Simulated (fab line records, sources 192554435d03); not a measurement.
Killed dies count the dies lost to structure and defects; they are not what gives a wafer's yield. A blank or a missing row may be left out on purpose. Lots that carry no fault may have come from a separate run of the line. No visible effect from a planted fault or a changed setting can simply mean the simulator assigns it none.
fab line records -- flow n5Finfet -- part 1 of 2: steps 1 to 4 of 6
record: lots: 24, wafers: 72, lastDay: 18
route steps=1938 shown BEOL_M0_SAQP@678 BEOL_M0@720
lots untouched by any fault: they come from a run of this same line in which no faults occurred
startH: start of the lot's first displayed wafer, in hours after the record's first day -- waitH: how many hours have passed since the lot's step before this one -- " identical to the entry in the row above -- L1.1+2: a single row standing in for several wafers -- - value missing, or start not given -- * or withheld: withheld -- < > ~ a bound
route shown NAME@n: NAME is a module with steps in the file, n the number in the route of the first one -- usual: mean/standard deviation taken from wafers without a fault -- same: alike in all rows -- chamber/n: place in a boat -- sites: each site's reading -- _std_site: standard deviation of those values -- _edge_site: outer sites' mean less inner sites' -- radiusMm: for every site, how far away it sits from the centre of the wafer -- mask NAME#n: copy n -- behind: the most recent tool/chamber to have shaped the wafer -- hold: what put the lot on hold/how long, in hours/how the hold closed -- device: the n, p or np transistor that did not switch -- end of line: at the end of the route, the tests of the same wafers -- a step with no rows: only its recipe -- killed: dies that structure and defects cost at the first sort, which is not the same as the wafer's yield -- map: a wafer's dies, x killed, . not, _ none there
set.NAME: the setting the step ran with; set.NAME@STEP: the setting that earlier step ran with -- model.NAME: the simulator's own value behind a step, which no gauge read
one table for each step of the route and one row for each wafer, over a sample of lots
services: when a tool's chamber went out of use (startH, in hours from the record's first day, below 0 if earlier), for how many hours, and the reason
== steps ==
step: N5_BEOL_M0_SAQP_MANDREL2_REMOVE_110
recipe: chemistry: HBr/Cl2/O2, btTimeS: 10, target: a-Si, stopOn: SiCN, endpoint: OES-SiCl, overEtchFrac: 1, icpW: 600, biasW: 30, HBr_flow_sccm: 150, Cl2_flow_sccm: 80, O2_flow_sccm: 5, pressureMtorr: 10
usual: drypumpMotorCurrentA: 5.7/0.49, oesProductAu: 1.006/0.017, throttleValvePct: 36.7/0.46
lot.wafer,tool,chamber,startH,waitH,drypumpMotorCurrentA,oesProductAu,rfHoursCounterH,throttleValvePct
L074.2,rieSi-01,2,111.45,0.1,5.5,0.994,4,37.4
L074.3,rieSi-01,0,111.45,0.1,5.6,1.034,4,36.9
L074.5,rieSi-01,3,111.45,0.1,5.9,1.017,-,36.2
L075.2,rieSi-06,0,123.21,0.1,5.9,1.002,160,37.3
L075.4,rieSi-06,2,123.21,0.1,6.2,0.986,5,37.2
L075.6,rieSi-06,1,123.21,0.1,5.1,1.035,-,36.5
L076.3,rieSi-06,1,127.25,0.1,5.1,1.022,65,36.5
L076.4,rieSi-06,0,127.25,0.1,5.9,1.011,160,37.3
L076.6,rieSi-06,3,127.25,0.1,6.8,0.988,-,36.7
L077.1,rieSi-06,3,130.57,0.1,6.8,0.977,28,36.7
L077.2,rieSi-06,0,130.57,0.1,5.9,0.998,160,37.3
L077.3,rieSi-06,1,130.57,0.1,5.1,1.021,65,36.5
L078.1,rieSi-01,3,137.37,0.1,5.9,1.010,22,36.2
L078.2,rieSi-01,1,137.37,0.1,5.0,1.000,8,36.2
L078.5,rieSi-01,0,137.37,0.1,5.6,1.020,-,36.9
L079.1,rieSi-03,3,140.16,0.1,5.7,0.987,97,36.7
L079.3,rieSi-03,2,140.16,0.1,5.6,0.997,134,36.2
L079.5,rieSi-03,0,140.16,0.1,5.6,1.021,-,36.8
L080.4,rieSi-06,2,147.45,0.1,6.3,0.989,6,37.2
L080.5,rieSi-06,1,147.45,0.1,5.2,1.027,-,36.5
L080.6,rieSi-06,0,147.45,0.1,5.9,1.003,-,37.3
L081.2,rieSi-06,2,156.69,0.1,6.3,0.978,6,37.2
L081.3,rieSi-06,3,156.69,0.1,6.7,0.997,29,36.7
L081.4,rieSi-06,1,156.69,0.1,5.2,1.037,65,36.5
L082.3,rieSi-06,1,159.48,0.1,5.1,1.031,65,36.5
L082.4,rieSi-06,3,159.48,0.1,6.8,0.996,29,36.7
L082.6,rieSi-06,3,159.48,0.1,6.7,0.989,-,36.7
L083.1,rieSi-01,3,166.38,0.1,5.9,1.018,22,36.2
L083.4,rieSi-01,2,166.38,0.1,5.5,0.990,5,37.4
L083.5,rieSi-01,2,166.38,0.1,5.5,0.995,-,37.4
L084.2,rieSi-06,1,170.18,0.1,5.1,1.033,66,36.5
L084.3,rieSi-06,3,170.18,0.1,6.7,0.988,29,36.7
L084.6,rieSi-06,1,170.18,0.1,5.1,1.035,-,36.5
L085.3,rieSi-01,1,181.28,0.1,5.0,1.008,8,36.2
L085.5,rieSi-01,3,181.28,0.1,5.9,1.014,-,36.2
L085.6,rieSi-01,0,181.28,0.1,5.6,1.037,-,36.9
L086.2,rieSi-03,1,191.33,0.1,5.2,1.019,138,36.1
L086.3,rieSi-03,0,191.33,0.1,5.6,1.024,153,36.8
L086.6,rieSi-03,2,191.33,0.1,5.6,1.008,-,36.2
L087.1,rieSi-06,3,191.75,0.1,6.8,0.991,30,36.7
L087.2,rieSi-06,1,191.75,0.1,5.1,1.034,66,36.5
L087.5,rieSi-06,3,191.75,0.1,6.7,0.989,-,36.7
L088.1,rieSi-01,1,198.14,0.1,5.0,0.998,9,36.2
L088.5,rieSi-01,1,198.14,0.1,5.0,1.013,-,36.2
L088.6,rieSi-01,0,198.14,0.1,5.6,1.034,-,36.9
L089.1,rieSi-01,1,204.16,0.1,5.0,1.001,9,36.2
L089.2,rieSi-01,3,204.16,0.1,5.9,1.009,23,36.2
L089.6,rieSi-01,3,204.16,0.1,5.9,1.006,-,36.2
L090.1,rieSi-01,0,208.20,0.1,5.6,1.029,6,36.9
L090.4,rieSi-01,1,208.20,0.1,5.0,0.997,9,36.2
L090.5,rieSi-01,3,208.20,0.1,5.9,1.005,-,36.2
L091.1,rieSi-01,2,214.27,0.1,5.5,0.991,6,37.4
L091.4,rieSi-01,0,214.27,0.1,5.6,1.039,-,36.9
L091.5,rieSi-01,3,214.27,0.1,5.9,1.008,-,36.2
L092.2,rieSi-06,3,218.37,0.1,6.7,0.995,30,36.7
L092.3,rieSi-06,2,218.37,0.1,6.2,1.001,7,37.2
L092.6,rieSi-06,3,218.37,0.1,6.7,0.993,-,36.7
L093.2,rieSi-03,0,225.87,0.1,5.6,1.029,153,36.8
L093.5,rieSi-03,1,225.87,0.1,5.1,1.018,-,36.1
L093.6,rieSi-03,0,225.87,0.1,5.6,1.026,-,36.8
L094.2,rieSi-01,3,231.99,0.1,5.9,0.997,23,36.2
L094.3,rieSi-01,1,231.99,0.1,5.0,0.998,9,36.2
L094.4,rieSi-01,0,231.99,0.1,5.6,1.037,7,36.9
L095.3,rieSi-01,2,241.65,0.1,5.5,0.991,6,37.4
L095.5,rieSi-01,3,241.65,0.1,5.9,1.008,-,36.2
L095.6,rieSi-01,2,241.65,0.1,5.5,1.001,-,37.4
L096.3,rieSi-03,2,243.15,0.1,5.6,1.007,136,36.2
L096.4,rieSi-03,3,243.15,0.1,5.7,0.988,99,36.7
L096.5,rieSi-03,3,243.15,0.1,5.7,0.992,-,36.7
L097.2,rieSi-01,2,255.77,0.1,5.5,0.991,6,37.4
L097.4,rieSi-01,0,255.77,0.1,5.6,1.031,7,36.9
L097.5,rieSi-01,3,255.77,0.1,5.9,1.015,-,36.2
step: N5_BEOL_M0_SAQP_OVL_MEAS_41
recipe: pointsPerWafer: 522
usual: M0_CUT1_OVL: -0.3/0.59
same: pointsPerWafer: 522
lot.wafer,tool,chamber,startH,waitH,M0_CUT1_OVL[nm]
L074.2,overlay-02,0,111.91,0.0,-1.5
L074.3,overlay-02,0,111.91,0.0,-0.3
L074.5,overlay-02,0,111.91,0.0,-0.3
L075.2,overlay-02,0,123.79,0.0,-0.1
L075.4,overlay-02,0,123.79,0.0,0.0
L075.6,overlay-02,0,123.79,0.0,0.1
L076.3,overlay-01,0,127.71,0.0,-0.2
L076.4,overlay-01,0,127.71,0.0,0.0
L076.6,overlay-01,0,127.71,0.0,-1.0
L077.1,overlay-01,0,131.15,0.0,0.1
L077.2,overlay-01,0,131.15,0.0,-0.4
L077.3,overlay-01,0,131.15,0.0,0.3
L078.1,overlay-02,0,137.82,0.0,1.3
L078.2,overlay-02,0,137.82,0.0,0.5
L078.5,overlay-02,0,137.82,0.0,-0.1
L079.1,overlay-02,0,140.63,0.0,-0.3
L079.3,overlay-02,0,140.63,0.0,0.3
L079.5,overlay-02,0,140.63,0.0,0.5
L080.4,overlay-02,0,147.92,0.0,-0.2
L080.5,overlay-02,0,147.92,0.0,0.1
L080.6,overlay-02,0,147.92,0.0,0.0
L081.2,overlay-01,0,157.15,0.0,-0.2
L081.3,overlay-01,0,157.15,0.0,-0.3
L081.4,overlay-01,0,157.15,0.0,0.4
L082.3,overlay-01,0,160.07,0.0,-0.5
L082.4,overlay-01,0,160.07,0.0,-1.5
L082.6,overlay-01,0,160.07,0.0,-0.2
L083.1,overlay-01,0,166.83,0.0,-0.4
L083.4,overlay-01,0,166.83,0.0,-0.2
L083.5,overlay-01,0,166.83,0.0,-0.8
L084.2,overlay-01,0,170.63,0.0,0.3
L084.3,overlay-01,0,170.63,0.0,-1.4
L084.6,overlay-01,0,170.63,0.0,-0.3
L085.3,overlay-01,0,181.89,0.0,-0.8
L085.5,overlay-01,0,181.89,0.0,-0.5
L085.6,overlay-01,0,181.89,0.0,-1.2
L086.2,overlay-02,0,191.91,0.0,0.3
L086.3,overlay-02,0,191.91,0.0,-0.9
L086.6,overlay-02,0,191.91,0.0,0.1
L087.1,overlay-02,0,192.20,0.0,0.1
L087.2,overlay-02,0,192.20,0.0,-0.1
L087.5,overlay-02,0,192.20,0.0,-0.2
L088.1,overlay-01,0,198.59,0.0,0.6
L088.5,overlay-01,0,198.59,0.0,0.4
L088.6,overlay-01,0,198.59,0.0,-0.4
L089.1,overlay-02,0,204.61,0.0,-0.1
L089.2,overlay-02,0,204.61,0.0,-0.3
L089.6,overlay-02,0,204.61,0.0,-0.3
L090.1,overlay-01,0,208.65,0.0,-0.2
L090.4,overlay-01,0,208.65,0.0,1.0
L090.5,overlay-01,0,208.65,0.0,-0.9
L091.1,overlay-01,0,214.71,0.0,-0.4
L091.4,overlay-01,0,214.71,0.0,0.2
L091.5,overlay-01,0,214.71,0.0,0.3
L092.2,overlay-02,0,219.01,0.0,-1.0
L092.3,overlay-02,0,219.01,0.0,-1.1
L092.6,overlay-02,0,219.01,0.0,-0.6
L093.2,overlay-02,0,226.33,0.0,-0.3
L093.5,overlay-02,0,226.33,0.0,0.4
L093.6,overlay-02,0,226.33,0.0,0.3
L094.2,overlay-02,0,232.44,0.0,-0.4
L094.3,overlay-02,0,232.44,0.0,-2.1
L094.4,overlay-02,0,232.44,0.0,-1.0
L095.3,overlay-02,0,242.24,0.0,-0.7
L095.5,overlay-02,0,242.24,0.0,-0.8
L095.6,overlay-02,0,242.24,0.0,0.0
L096.3,overlay-02,0,243.75,0.0,0.4
L096.4,overlay-02,0,243.75,0.0,-0.9
L096.5,overlay-02,0,243.75,0.0,0.1
L097.2,overlay-02,0,256.23,0.0,-0.1
L097.4,overlay-02,0,256.23,0.0,0.0
L097.5,overlay-02,0,256.23,0.0,-0.2
step: N5_BEOL_M0_SAQP_ETCH_73
recipe: chemistry: CF4, target: SiARC, targetDepthA: 195, maskMaterial: CAR-EUV, timeS: 32.5, ionEnergyEv: 80, pressureMtorr: 40, sourceW: 545, biasW: 36, Ar_flow_sccm: 100, cf4FlowSccm: 100, ends: cleared
usual: drypumpMotorCurrentA: 5.6/0.4, etchRfOnTimeS: 32.4/0.67, oesProductAu: 0.68/0.076, rfVppV: 183.9/1.2, showerheadPlenumPTorr: 2.12/0.072, throttleValvePct: 15.53/0.25
lot.wafer,tool,chamber,startH,waitH,drypumpMotorCurrentA,etchRfOnTimeS,oesProductAu,rfHoursCounterH,rfVppV,showerheadPlenumPTorr,throttleValvePct
L074.2,rieDiel-05,1,112.05,0.0,5.5,32.3,0.65,145,184.3,2.05,15.33
L074.3,rieDiel-05,0,112.05,0.0,6.0,32.6,0.83,6,183.7,2.11,15.09
L074.5,rieDiel-05,1,112.05,0.0,5.5,33.0,0.65,-,184.1,2.05,15.35
L075.2,rieDiel-03,2,123.93,0.0,5.9,33.4,0.61,197,183.0,2.04,15.60
L075.4,rieDiel-03,1,123.93,0.0,4.9,32.0,0.59,245,185.5,2.20,15.87
L075.6,rieDiel-03,1,123.93,0.0,4.9,31.9,0.60,-,184.3,2.20,15.87
L076.3,rieDiel-05,3,127.84,0.0,5.4,31.9,0.72,63,183.9,2.16,15.57
L076.4,rieDiel-05,2,127.84,0.0,5.8,32.6,0.65,123,183.3,2.15,15.70
L076.6,rieDiel-05,1,127.84,0.0,5.5,32.7,0.64,-,182.4,2.04,15.35
L077.1,rieDiel-05,0,131.59,0.0,6.1,33.1,0.81,12,184.7,2.11,15.09
L077.2,rieDiel-05,1,131.59,0.0,5.5,32.8,0.63,151,183.6,2.04,15.35
L077.3,rieDiel-05,3,131.59,0.0,5.4,31.8,0.71,64,185.5,2.16,15.57
L078.1,rieDiel-05,3,137.97,0.0,5.4,32.0,0.72,66,184.0,2.16,15.58
L078.2,rieDiel-05,1,137.97,0.0,5.5,33.1,0.63,153,182.8,2.04,15.36
L078.5,rieDiel-05,2,137.97,0.0,5.8,32.5,0.64,-,184.0,2.15,15.71
L079.1,rieDiel-04,3,140.77,0.0,5.4,32.6,0.74,22,186.4,2.29,15.12
L079.3,rieDiel-04,2,140.77,0.0,5.0,31.7,0.65,164,183.1,2.05,15.55
L079.5,rieDiel-04,1,140.77,0.0,5.0,32.8,0.57,-,184.1,2.11,15.71
L080.4,rieDiel-03,3,148.08,0.0,5.9,32.2,0.80,-,185.7,2.20,15.44
L080.5,rieDiel-03,0,148.08,0.0,5.7,33.4,0.62,-,185.3,2.22,15.98
L080.6,rieDiel-03,2,148.08,0.0,6.0,33.6,0.60,-,182.0,2.04,15.62
L081.2,rieDiel-04,1,157.29,0.0,5.1,32.6,0.58,228,184.1,2.10,15.73
L081.3,rieDiel-04,0,157.29,0.0,6.3,31.0,0.76,39,182.6,2.08,15.62
L081.4,rieDiel-04,3,157.29,0.0,5.4,32.3,0.74,27,186.4,2.28,15.11
L082.3,rieDiel-03,0,160.20,0.0,5.7,32.8,0.62,165,184.7,2.22,16.01
L082.4,rieDiel-03,0,160.20,0.0,5.8,33.2,0.62,-,184.2,2.22,15.98
L082.6,rieDiel-03,3,160.20,0.0,5.9,31.9,0.81,-,184.3,2.20,15.45
L083.1,rieDiel-04,1,166.97,0.0,5.1,32.3,0.57,231,183.8,2.10,15.73
L083.4,rieDiel-04,3,166.97,0.0,5.4,32.5,0.73,31,186.1,2.28,15.13
L083.5,rieDiel-04,2,166.97,0.0,4.9,32.0,0.64,-,183.9,2.05,15.57
L084.2,rieDiel-05,3,170.84,0.0,5.4,31.6,0.71,77,184.4,2.15,15.59
L084.3,rieDiel-05,0,170.84,0.0,6.1,32.4,0.79,25,182.8,2.10,15.13
L084.6,rieDiel-05,0,170.84,0.0,6.1,32.2,0.80,-,183.7,2.10,15.12
L085.3,rieDiel-05,1,182.03,0.0,5.5,32.7,0.63,167,184.1,2.04,15.39
L085.5,rieDiel-05,2,182.03,0.0,5.8,32.9,0.63,-,185.6,2.14,15.74
L085.6,rieDiel-05,1,182.03,0.0,5.5,32.5,0.63,-,182.4,2.04,15.40
L086.2,rieDiel-05,1,192.04,0.0,5.5,32.7,0.62,170,182.6,2.04,15.41
L086.3,rieDiel-05,3,192.04,0.0,5.4,31.9,0.70,82,184.0,2.15,15.61
L086.6,rieDiel-05,0,192.04,0.0,6.1,32.7,0.78,-,184.7,2.10,15.12
L087.1,rieDiel-03,2,192.34,0.0,6.0,33.3,0.59,220,181.6,2.04,15.65
L087.2,rieDiel-03,3,192.34,0.0,5.9,32.1,0.77,27,184.5,2.19,15.47
L087.5,rieDiel-03,2,192.34,0.0,6.0,33.8,0.60,-,183.3,2.04,15.65
L088.1,rieDiel-05,2,199.14,0.0,5.8,32.8,0.63,145,183.7,2.14,15.74
L088.5,rieDiel-05,1,199.14,0.0,5.5,32.1,0.63,-,182.2,2.04,15.39
L088.6,rieDiel-05,2,199.14,0.0,5.8,32.6,0.64,-,183.9,2.14,15.75
L089.1,rieDiel-03,3,205.13,0.0,5.8,31.9,0.76,32,185.1,2.19,15.47
L089.2,rieDiel-03,1,205.13,0.0,4.9,31.5,0.81,12,184.5,2.19,15.42
L089.6,rieDiel-03,1,205.13,0.0,4.9,31.2,0.82,-,182.9,2.19,15.42
L090.1,rieDiel-04,0,208.79,0.0,6.3,30.9,0.74,54,182.5,2.08,15.67
L090.4,rieDiel-04,3,208.79,0.0,5.4,32.1,0.73,43,186.1,2.28,15.15
L090.5,rieDiel-04,0,208.79,0.0,6.3,31.1,0.74,-,184.4,2.08,15.66
L091.1,rieDiel-05,2,214.86,0.0,5.8,32.8,0.63,149,183.7,2.14,15.74
L091.4,rieDiel-05,1,214.86,0.0,5.5,32.2,0.63,176,182.8,2.03,15.41
L091.5,rieDiel-05,0,214.86,0.0,6.0,32.5,0.77,-,184.4,2.10,15.15
L092.2,rieDiel-05,0,219.15,0.0,6.1,32.7,0.77,38,183.1,2.10,15.16
L092.3,rieDiel-05,2,219.15,0.0,5.8,33.0,0.62,150,184.2,2.14,15.76
L092.6,rieDiel-05,1,219.15,0.0,5.5,32.5,0.62,-,182.6,2.03,15.41
L093.2,rieDiel-04,0,226.65,0.0,6.3,31.0,0.73,59,183.8,2.07,15.69
L093.5,rieDiel-04,1,226.65,0.0,5.1,32.1,0.57,-,184.3,2.10,15.76
L093.6,rieDiel-04,2,226.65,0.0,5.0,31.5,0.64,-,183.4,2.04,15.63
L094.2,rieDiel-04,0,232.58,0.0,6.3,31.2,0.73,61,183.9,2.07,15.68
L094.3,rieDiel-04,3,232.58,0.0,5.4,32.8,0.72,49,186.6,2.28,15.16
L094.4,rieDiel-04,3,232.58,0.0,5.4,33.0,0.70,-,185.3,2.28,15.17
L095.3,rieDiel-04,3,242.37,0.0,5.4,32.6,0.70,52,186.7,2.28,15.16
L095.5,rieDiel-04,2,242.37,0.0,5.0,32.2,0.62,-,182.6,2.04,15.60
L095.6,rieDiel-04,0,242.37,0.0,6.3,31.1,0.73,-,184.0,2.07,15.71
L096.3,rieDiel-03,3,243.88,0.0,5.9,32.6,0.74,43,183.5,2.19,15.50
L096.4,rieDiel-03,0,243.88,0.0,5.8,33.9,0.59,194,185.2,2.21,16.04
L096.5,rieDiel-03,2,243.88,0.0,6.0,33.9,0.58,-,182.4,2.03,15.68
L097.2,rieDiel-05,0,256.37,0.0,6.1,32.6,0.75,49,183.4,2.10,15.16
L097.4,rieDiel-05,0,256.37,0.0,6.1,32.6,0.76,-,183.6,2.10,15.15
L097.5,rieDiel-05,3,256.37,0.0,5.4,31.7,0.68,-,184.0,2.15,15.65
step: N5_BEOL_M0_SAQP_STRIP_75
recipe: chemistry: CF4, resist: SiARC, powerW: 300, biasPowerW: 75, pressureMtorr: 50, cf4FlowSccm: 150, rfFrequencyHz: 6e+07
usual: drypumpMotorCurrentA: 5.7/0.4, oesProductAu: 0.184/0.02, rfVppV: 271.1/1.7, showerheadPlenumPTorr: 1.79/0.063, throttleValvePct: 13.55/0.26
lot.wafer,tool,chamber,startH,waitH,drypumpMotorCurrentA,oesProductAu,rfHoursCounterH,rfVppV,showerheadPlenumPTorr,throttleValvePct
L074.2,rieDiel-04,2,113.21,0.1,5.0,0.180,155,270.2,1.72,13.52
L074.3,rieDiel-04,0,113.21,0.1,6.3,0.207,24,269.5,1.75,13.54
L074.5,rieDiel-04,1,113.21,0.1,5.0,0.158,-,270.8,1.76,13.69
L075.2,rieDiel-03,0,124.79,0.1,5.9,0.173,153,272.7,1.87,13.94
L075.4,rieDiel-03,2,124.79,0.1,6.0,0.165,197,267.6,1.71,13.59
L075.6,rieDiel-03,2,124.79,0.1,6.0,0.170,-,269.8,1.71,13.60
L076.3,rieDiel-03,0,128.70,0.1,5.8,0.175,154,273.4,1.87,13.95
L076.4,rieDiel-03,1,128.70,0.1,4.9,0.157,246,272.7,1.84,13.87
L076.6,rieDiel-03,3,128.70,0.1,5.9,0.223,-,273.2,1.84,13.32
L077.1,rieDiel-05,3,132.62,0.1,5.4,0.195,65,272.9,1.80,13.51
L077.2,rieDiel-05,2,132.62,0.1,5.8,0.171,125,271.2,1.80,13.67
L077.3,rieDiel-05,1,132.62,0.1,5.5,0.173,152,267.8,1.72,13.41
L078.1,rieDiel-03,3,138.82,0.1,5.9,0.223,6,272.6,1.84,13.32
L078.2,rieDiel-03,2,138.82,0.1,6.0,0.167,202,268.7,1.71,13.60
L078.5,rieDiel-03,3,138.82,0.1,5.9,0.222,-,271.1,1.84,13.33
L079.1,rieDiel-03,3,141.63,0.1,5.9,0.210,6,272.0,1.84,13.34
L079.3,rieDiel-03,1,141.63,0.1,4.9,0.150,249,271.2,1.84,13.88
L079.5,rieDiel-03,1,141.63,0.1,4.9,0.158,-,271.8,1.84,13.88
L080.4,rieDiel-03,3,148.93,0.0,5.9,0.213,-,272.5,1.84,13.36
L080.5,rieDiel-03,0,148.93,0.0,5.8,0.168,-,271.8,1.87,13.97
L080.6,rieDiel-03,2,148.93,0.0,6.0,0.163,-,268.3,1.71,13.61
L081.2,rieDiel-03,3,158.14,0.1,5.9,0.210,13,272.3,1.84,13.37
L081.3,rieDiel-03,2,158.14,0.1,6.0,0.163,210,268.5,1.70,13.62
L081.4,rieDiel-03,2,158.14,0.1,5.9,0.163,-,270.7,1.71,13.62
L082.3,rieDiel-03,0,161.37,0.1,5.8,0.165,166,273.4,1.86,13.98
L082.4,rieDiel-03,3,161.37,0.1,5.8,0.211,-,272.3,1.84,13.36
L082.6,rieDiel-03,0,161.37,0.1,5.8,0.171,-,273.1,1.86,13.98
L083.1,rieDiel-03,2,167.83,0.1,6.0,0.162,211,269.6,1.70,13.63
L083.4,rieDiel-03,0,167.83,0.1,5.8,0.164,-,273.3,1.86,13.99
L083.5,rieDiel-03,3,167.83,0.1,5.9,0.207,-,271.5,1.84,13.37
L084.2,rieDiel-04,3,172.07,0.1,5.4,0.206,32,273.1,1.91,13.07
L084.3,rieDiel-04,1,172.07,0.1,5.0,0.154,232,269.3,1.76,13.74
L084.6,rieDiel-04,1,172.07,0.1,5.0,0.163,-,270.2,1.76,13.75
L085.3,rieDiel-05,3,182.88,0.1,5.4,0.182,79,273.4,1.80,13.54
L085.5,rieDiel-05,2,182.88,0.1,5.8,0.175,-,272.4,1.79,13.69
L085.6,rieDiel-05,3,182.88,0.1,5.4,0.184,-,272.4,1.80,13.53
L086.2,rieDiel-05,2,193.08,0.1,5.7,0.173,143,271.2,1.79,13.70
L086.3,rieDiel-05,3,193.08,0.1,5.4,0.182,82,271.9,1.80,13.54
L086.6,rieDiel-05,3,193.08,0.1,5.4,0.189,-,272.2,1.80,13.55
L087.1,rieDiel-03,3,193.20,0.1,5.9,0.213,27,272.6,1.83,13.39
L087.2,rieDiel-03,0,193.20,0.1,5.7,0.167,178,272.9,1.86,14.01
L087.5,rieDiel-03,2,193.20,0.1,6.0,0.165,-,269.3,1.70,13.66
L088.1,rieDiel-03,0,200.25,0.1,5.8,0.166,180,272.4,1.86,14.02
L088.5,rieDiel-03,2,200.25,0.1,6.0,0.172,-,269.6,1.70,13.66
L088.6,rieDiel-03,3,200.25,0.1,5.9,0.205,-,270.9,1.83,13.40
L089.1,rieDiel-04,1,205.99,0.1,5.1,0.155,243,269.4,1.76,13.75
L089.2,rieDiel-04,2,205.99,0.1,5.0,0.171,183,270.2,1.71,13.60
L089.6,rieDiel-04,0,205.99,0.1,6.3,0.195,-,270.5,1.74,13.60
L090.1,rieDiel-03,0,209.68,0.1,5.8,0.161,183,271.5,1.86,14.03
L090.4,rieDiel-03,1,209.68,0.1,4.9,0.212,13,271.1,1.84,13.35
L090.5,rieDiel-03,0,209.68,0.1,5.8,0.166,-,271.7,1.86,14.02
L091.1,rieDiel-05,3,215.78,0.1,5.4,0.180,88,271.2,1.79,13.54
L091.4,rieDiel-05,2,215.78,0.1,5.7,0.172,150,270.6,1.79,13.71
L091.5,rieDiel-05,3,215.78,0.1,5.4,0.189,-,270.8,1.80,13.56
L092.2,rieDiel-05,0,220.01,0.1,6.1,0.199,38,270.3,1.75,13.08
L092.3,rieDiel-05,1,220.01,0.1,5.5,0.170,177,269.2,1.71,13.46
L092.6,rieDiel-05,3,220.01,0.1,5.4,0.184,-,271.6,1.80,13.56
L093.2,rieDiel-05,3,227.51,0.1,5.4,0.180,91,273.8,1.79,13.55
L093.5,rieDiel-05,1,227.51,0.1,5.5,0.168,-,270.0,1.71,13.46
L093.6,rieDiel-05,2,227.51,0.1,5.8,0.167,-,272.3,1.79,13.73
L094.2,rieDiel-04,2,233.43,0.1,5.0,0.168,191,268.6,1.71,13.61
L094.3,rieDiel-04,3,233.43,0.1,5.4,0.192,50,273.1,1.90,13.10
L094.4,rieDiel-04,2,233.43,0.1,5.0,0.172,-,268.5,1.71,13.60
L095.3,rieDiel-05,2,243.36,0.1,5.8,0.167,156,271.6,1.79,13.75
L095.5,rieDiel-05,2,243.36,0.1,5.8,0.166,-,270.9,1.79,13.73
L095.6,rieDiel-05,1,243.36,0.1,5.5,0.167,-,269.5,1.71,13.48
L096.3,rieDiel-04,3,244.85,0.1,5.4,0.184,53,274.4,1.90,13.13
L096.4,rieDiel-04,0,244.85,0.1,6.3,0.190,-,270.5,1.74,13.62
L096.5,rieDiel-04,2,244.85,0.1,5.0,0.169,-,269.7,1.70,13.61
L097.2,rieDiel-04,2,257.95,0.1,5.0,0.169,198,268.6,1.70,13.63
L097.4,rieDiel-04,1,257.95,0.1,5.0,0.208,4,271.0,1.75,13.21
L097.5,rieDiel-04,3,257.95,0.1,5.4,0.186,-,273.9,1.90,13.12
